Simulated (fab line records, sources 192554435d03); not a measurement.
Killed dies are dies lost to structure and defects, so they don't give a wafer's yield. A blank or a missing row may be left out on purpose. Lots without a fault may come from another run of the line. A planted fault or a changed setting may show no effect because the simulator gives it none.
Which tool did it? | flow n5_finfet | 24 lots, 72 wafers sampled, at 5 steps of a route of 1938

WHAT THE GAUGES READ, wafer by wafer
N5_BEOL_M5_INSPECT_13: inspects for defects (brightfield). Usual: raw_defect_count 424, standard deviation 100.
lot  | measured     | on                | raw_defect_count | flag
L074 | day 8 05:36  | defect_inspect-02 | 518 458 677      |
L077 | day 8 16:45  | defect_inspect-02 | 347 484 330      |
L076 | day 8 20:43  | defect_inspect-02 | 389 456 555      |
L075 | day 9 02:19  | defect_inspect-01 | 397 491 413      |
L078 | day 9 05:32  | defect_inspect-02 | 404 319 301      |
L080 | day 9 08:25  | defect_inspect-02 | 319 393 515      |
L079 | day 9 09:04  | defect_inspect-02 | 420 540 552      |
L081 | day 9 11:44  | defect_inspect-02 | 472 322 267      |
L082 | day 9 22:27  | defect_inspect-02 | 411 556 610      |
L083 | day 10 08:32 | defect_inspect-01 | 521 335 456      |
L085 | day 10 18:49 | defect_inspect-01 | 506 311 406      |
L086 | day 11 04:59 | defect_inspect-02 | 550 414 634      |
L084 | day 11 12:25 | defect_inspect-01 | 400 340 424      |
L087 | day 11 12:38 | defect_inspect-01 | 440 323 354      |
L088 | day 11 12:48 | defect_inspect-02 | 287 363 264      |
L090 | day 11 16:10 | defect_inspect-01 | 611 446 351      |
L089 | day 11 22:14 | defect_inspect-02 | 590 450 325      |
L091 | day 12 10:10 | defect_inspect-02 | 281 376 444      |
L092 | day 12 18:41 | defect_inspect-01 | 531 253 471      |
L093 | day 13 00:44 | defect_inspect-01 | 429 403 539      |
L094 | day 13 03:53 | defect_inspect-02 | 532 495 417      |
L095 | day 13 08:00 | defect_inspect-02 | 414 449 471      |
L096 | day 13 11:18 | defect_inspect-01 | 360 254 275      |
L097 | day 14 03:11 | defect_inspect-01 | 478 396 420      |

N5_BEOL_M5_CD_MEAS_18: pitch 56 nm, target cd 28 nm. Usual: cd_nm 27.9 nm, standard deviation 0.35.
lot  | measured     | on        | cd_nm (nm)     | flag
L074 | day 8 06:04  | cd_sem-02 | 28.2 27.9 28.0 |
L077 | day 8 17:41  | cd_sem-01 | 28.3 27.9 28.5 |
L076 | day 8 21:10  | cd_sem-03 | 28.1 27.6 28.3 |
L075 | day 9 02:47  | cd_sem-02 | 28.1 28.1 27.9 |
L078 | day 9 06:03  | cd_sem-02 | 28.0 27.9 27.7 |
L080 | day 9 08:55  | cd_sem-03 | 28.2 28.2 27.5 |
L079 | day 9 09:32  | cd_sem-02 | 28.2 27.6 27.7 |
L081 | day 9 12:12  | cd_sem-02 | 27.7 27.8 28.1 |
L082 | day 9 23:00  | cd_sem-02 | 28.2 27.9 27.5 |
L083 | day 10 09:14 | cd_sem-02 | 28.2 28.3 28.1 |
L085 | day 10 19:26 | cd_sem-01 | 27.9 27.2 27.4 |
L086 | day 11 05:27 | cd_sem-01 | 28.2 28.3 28.3 |
L084 | day 11 12:58 | cd_sem-03 | 28.0 27.6 27.9 |
L087 | day 11 13:11 | cd_sem-03 | 27.4 27.9 27.9 |
L088 | day 11 13:25 | cd_sem-03 | 27.9 28.4 27.7 |
L090 | day 11 16:38 | cd_sem-02 | 28.0 28.4 27.7 |
L089 | day 11 22:47 | cd_sem-01 | 28.1 27.5 27.3 |
L091 | day 12 10:46 | cd_sem-01 | 27.9 28.3 28.4 |
L092 | day 12 19:14 | cd_sem-02 | 27.6 28.0 27.7 |
L093 | day 13 02:17 | cd_sem-01 | 27.0 27.1 27.1 |
L094 | day 13 04:42 | cd_sem-01 | 27.7 27.7 27.3 |
L095 | day 13 08:28 | cd_sem-03 | 27.6 28.2 28.2 |
L096 | day 13 11:50 | cd_sem-03 | 27.7 28.3 27.9 |
L097 | day 14 03:40 | cd_sem-01 | 27.9 28.2 28.3 |

N5_BEOL_M5_OCD_MEAS_38. Usual: trench_depth_nm 71.2 nm, standard deviation 1.3.
lot  | measured     | on     | trench_depth_nm (nm) | flag
L074 | day 8 08:52  | ocd-02 | 72.5 70.2 71.2       |
L077 | day 8 19:03  | ocd-01 | 71.6 72.8 70.6       |
L076 | day 8 22:19  | ocd-01 | 71.2 72.6 70.0       |
L075 | day 9 04:00  | ocd-02 | 71.7 72.0 69.8       |
L078 | day 9 08:31  | ocd-01 | 69.9 72.5 71.7       |
L080 | day 9 10:37  | ocd-01 | 70.1 73.0 72.9       |
L079 | day 9 10:47  | ocd-01 | 72.0 70.1 72.1       |
L081 | day 9 15:59  | ocd-01 | 71.9 69.8 70.7       |
L082 | day 10 00:16 | ocd-01 | 70.1 72.9 70.0       |
L083 | day 10 10:13 | ocd-02 | 71.6 69.2 70.7       |
L085 | day 10 20:17 | ocd-02 | 72.6 70.6 71.7       |
L086 | day 11 06:26 | ocd-02 | 71.6 71.8 69.0       |
L084 | day 11 15:05 | ocd-01 | 69.0 70.4 68.6       |
L087 | day 11 15:58 | ocd-02 | 71.6 73.3 72.6       |
L088 | day 11 15:04 | ocd-02 | 70.2 69.9 72.9       |
L090 | day 11 21:26 | ocd-02 | 71.8 70.7 71.6       |
L089 | day 12 00:49 | ocd-01 | 69.9 71.3 71.9       |
L091 | day 12 12:41 | ocd-01 | 71.0 69.2 72.3       |
L092 | day 12 21:07 | ocd-01 | 69.3 70.2 71.4       |
L093 | day 13 03:20 | ocd-02 | 71.6 69.6 70.9       |
L094 | day 13 05:56 | ocd-02 | 69.4 71.2 71.8       |
L095 | day 13 10:56 | ocd-01 | 72.5 71.9 72.6       |
L096 | day 13 12:53 | ocd-01 | 69.5 73.1 72.4       |
L097 | day 14 04:41 | ocd-02 | 74.9 70.1 74.0       |

WHICH TOOL RAN EACH LOT (tool, then ch and the chambers of the sampled wafers, then the start)
lot  | N5_BEOL_M4_SPUTTER_88        | N5_BEOL_M5_ETCH_62
L074 | pvd_sputter-03, day 7 23:08  | rie_diel-06 ch 0,1,2, day 8 05:43
L077 | pvd_sputter-01, day 8 11:53  | rie_diel-06 ch 0,2, day 8 17:13
L076 | pvd_sputter-03, day 8 15:46  | rie_diel-01 ch 0,2,3, day 8 20:49
L075 | pvd_sputter-03, day 8 22:00  | rie_diel-06 ch 1,2,3, day 9 02:26
L078 | pvd_sputter-02, day 9 01:25  | rie_diel-01 ch 0,2,3, day 9 05:39
L080 | pvd_sputter-01, day 9 02:52  | rie_diel-03 ch 1,2,3, day 9 08:32
L079 | pvd_sputter-02, day 9 03:17  | rie_diel-03 ch 2,3, day 9 09:10
L081 | pvd_sputter-01, day 9 06:11  | rie_diel-01 ch 0,1,3, day 9 11:51
L082 | pvd_sputter-01, day 9 18:16  | rie_diel-06 ch 2,3, day 9 22:34
L083 | pvd_sputter-02, day 10 03:56 | rie_diel-01 ch 2,3, day 10 08:38
L085 | pvd_sputter-02, day 10 13:46 | rie_diel-01 ch 0,1, day 10 19:02
L086 | pvd_sputter-03, day 10 22:53 | rie_diel-01 ch 0,1,3, day 11 05:06
L084 | pvd_sputter-03, day 11 06:32 | rie_diel-06 ch 0,1,2, day 11 12:32
L087 | pvd_sputter-02, day 11 07:41 | rie_diel-01 ch 2,3, day 11 12:45
L088 | pvd_sputter-01, day 11 07:41 | rie_diel-06 ch 0,1,3, day 11 12:58
L090 | pvd_sputter-01, day 11 10:47 | rie_diel-01 ch 0,1,3, day 11 16:17
L089 | pvd_sputter-03, day 11 15:05 | rie_diel-03 ch 1,3, day 11 22:20
L091 | pvd_sputter-01, day 12 04:57 | rie_diel-06 ch 1,2,3, day 12 10:25
L092 | pvd_sputter-02, day 12 13:06 | rie_diel-03 ch 1,2, day 12 18:53
L093 | pvd_sputter-03, day 12 19:57 | rie_diel-01 ch 0,3, day 13 01:45
L094 | pvd_sputter-02, day 12 23:00 | rie_diel-01 ch 0,1,3, day 13 04:19
L095 | pvd_sputter-03, day 13 02:51 | rie_diel-01 ch 0,1, day 13 08:07
L096 | pvd_sputter-02, day 13 05:13 | rie_diel-06 ch 1,2,3, day 13 11:25
L097 | pvd_sputter-03, day 13 21:50 | rie_diel-03 ch 2,3, day 14 03:19
- N5_BEOL_M4_SPUTTER_88: material Cu, target thk 4.5 nm, time 8.29 s.
- N5_BEOL_M5_ETCH_62: etches SOC in N2/H2, target depth 75 nm, overetch 15 nm, time 112.5 s.

WHAT THE TOOLS THEMSELVES READ (means of the sampled wafers that have a number; where no wafer has one, the mark that the record gives instead)
N5_BEOL_M4_SPUTTER_88. Usual: chamber_pressure_pa 0.06999 Pa, standard deviation 0.00014; susceptor_temp_C -20.01 C, standard deviation 0.1; throttle_valve_pct 29.7 %, standard deviation 1.
lot  | tool           | chamber_pressure_pa (Pa) | susceptor_temp_C (C) | throttle_valve_pct (%) | flag
L074 | pvd_sputter-03 | 0.07004                  | -19.99               | 29.6                   |
L077 | pvd_sputter-01 | 0.06996                  | -20.08               | 30.0                   |
L076 | pvd_sputter-03 | 0.06991                  | -19.93               | 30.7                   |
L075 | pvd_sputter-03 | 0.06992                  | -19.98               | 29.1                   |
L078 | pvd_sputter-02 | 0.06990                  | -19.94               | 29.9                   |
L080 | pvd_sputter-01 | 0.06996                  | -20.08               | 29.3                   |
L079 | pvd_sputter-02 | 0.07000                  | -19.93               | 29.9                   |
L081 | pvd_sputter-01 | 0.07008                  | -20.02               | 30.1                   |
L082 | pvd_sputter-01 | 0.06992                  | -20.07               | 29.5                   |
L083 | pvd_sputter-02 | 0.07008                  | -19.92               | 30.0                   |
L085 | pvd_sputter-02 | 0.07005                  | -20.02               | 29.7                   |
L086 | pvd_sputter-03 | 0.07006                  | -20.06               | 29.0                   |
L084 | pvd_sputter-03 | 0.06997                  | -20.01               | 29.1                   |
L087 | pvd_sputter-02 | 0.06994                  | -19.94               | 30.2                   |
L088 | pvd_sputter-01 | 0.06997                  | -20.06               | 30.1                   |
L090 | pvd_sputter-01 | 0.06991                  | -20.01               | 29.5                   |
L089 | pvd_sputter-03 | 0.06988                  | -19.97               | 29.5                   |
L091 | pvd_sputter-01 | 0.07007                  | -20.03               | 29.6                   |
L092 | pvd_sputter-02 | 0.06994                  | -20.01               | 30.2                   |
L093 | pvd_sputter-03 | 0.06999                  | -20.02               | 30.0                   |
L094 | pvd_sputter-02 | 0.06994                  | -20.10               | 30.2                   |
L095 | pvd_sputter-03 | 0.07004                  | -20.08               | 29.6                   |
L096 | pvd_sputter-02 | 0.07015                  | -19.99               | 29.5                   |
L097 | pvd_sputter-03 | 0.07005                  | -20.06               | 29.5                   |

N5_BEOL_M5_ETCH_62. Usual: drypump_motor_current_A 5.7 A, standard deviation 0.39; oes_product_au 0.61 a.u., standard deviation 0.06; rf_vpp_V 523.9 V, standard deviation 2.5; showerhead_plenum_p_Torr 2.54 Torr, standard deviation 0.09; throttle_valve_pct 17.7 %, standard deviation 0.32.
lot  | tool        | drypump_motor_current_A (A) | oes_product_au (a.u.) | rf_vpp_V (V) | showerhead_plenum_p_Torr (Torr) | throttle_valve_pct (%) | flag
L074 | rie_diel-06 | 5.6                         | 0.66                  | 523.6        | 2.53                            | 17.7                   |
L077 | rie_diel-06 | 5.4                         | 0.61                  | 522.0        | 2.50                            | 18.0                   |
L076 | rie_diel-01 | 5.9                         | 0.61                  | 522.0        | 2.51                            | 17.8                   |
L075 | rie_diel-06 | 5.5                         | 0.64                  | 525.8        | 2.59                            | 17.7                   |
L078 | rie_diel-01 | 5.8                         | 0.61                  | 523.0        | 2.51                            | 17.8                   |
L080 | rie_diel-03 | 5.7                         | 0.59                  | 524.6        | 2.59                            | 17.8                   |
L079 | rie_diel-03 | 5.4                         | 0.57                  | 522.7        | 2.51                            | 17.9                   |
L081 | rie_diel-01 | 5.8                         | 0.61                  | 523.8        | 2.54                            | 17.7                   |
L082 | rie_diel-06 | 5.3                         | 0.63                  | 526.2        | 2.62                            | 17.9                   |
L083 | rie_diel-01 | 6.1                         | 0.59                  | 522.0        | 2.42                            | 17.8                   |
L085 | rie_diel-01 | 5.4                         | 0.56                  | 524.9        | 2.60                            | 17.9                   |
L086 | rie_diel-01 | 5.7                         | 0.60                  | 523.9        | 2.54                            | 17.7                   |
L084 | rie_diel-06 | 5.6                         | 0.63                  | 523.9        | 2.51                            | 17.7                   |
L087 | rie_diel-01 | 6.2                         | 0.63                  | 521.9        | 2.45                            | 17.6                   |
L088 | rie_diel-06 | 5.7                         | 0.67                  | 524.7        | 2.56                            | 17.6                   |
L090 | rie_diel-01 | 5.8                         | 0.60                  | 524.7        | 2.54                            | 17.7                   |
L089 | rie_diel-03 | 5.9                         | 0.67                  | 526.9        | 2.66                            | 17.7                   |
L091 | rie_diel-06 | 5.5                         | 0.62                  | 525.1        | 2.58                            | 17.8                   |
L092 | rie_diel-03 | 5.7                         | 0.60                  | 525.3        | 2.59                            | 17.5                   |
L093 | rie_diel-01 | 5.9                         | 0.63                  | 523.1        | 2.52                            | 17.7                   |
L094 | rie_diel-01 | 5.8                         | 0.60                  | 523.9        | 2.53                            | 17.7                   |
L095 | rie_diel-01 | 5.6                         | 0.56                  | 524.3        | 2.55                            | 17.8                   |
L096 | rie_diel-06 | 5.5                         | 0.61                  | 524.5        | 2.58                            | 17.8                   |
L097 | rie_diel-03 | 5.7                         | 0.67                  | 523.8        | 2.56                            | 18.0                   |

THE ANSWER, worked out from the rows above alone
Rule: a lot is off if the mean of its wafers that have a number lies more than 3 standard deviations from the usual mean. A lot without any number at a reading at which 4 lots or more have one is off too. The other lots that the step has rows for count as sound. The gauges are gone through in route order, then the tools' own readings, and for those a lot's mean is taken as printed above. The first step at which some lot is off is used, and at that step the reading that is off furthest; a lot without a number counts as furthest.
No lot is off at any reading shown: from this, nothing can be told.

WHAT THE SIMULATOR HAD PUT IN
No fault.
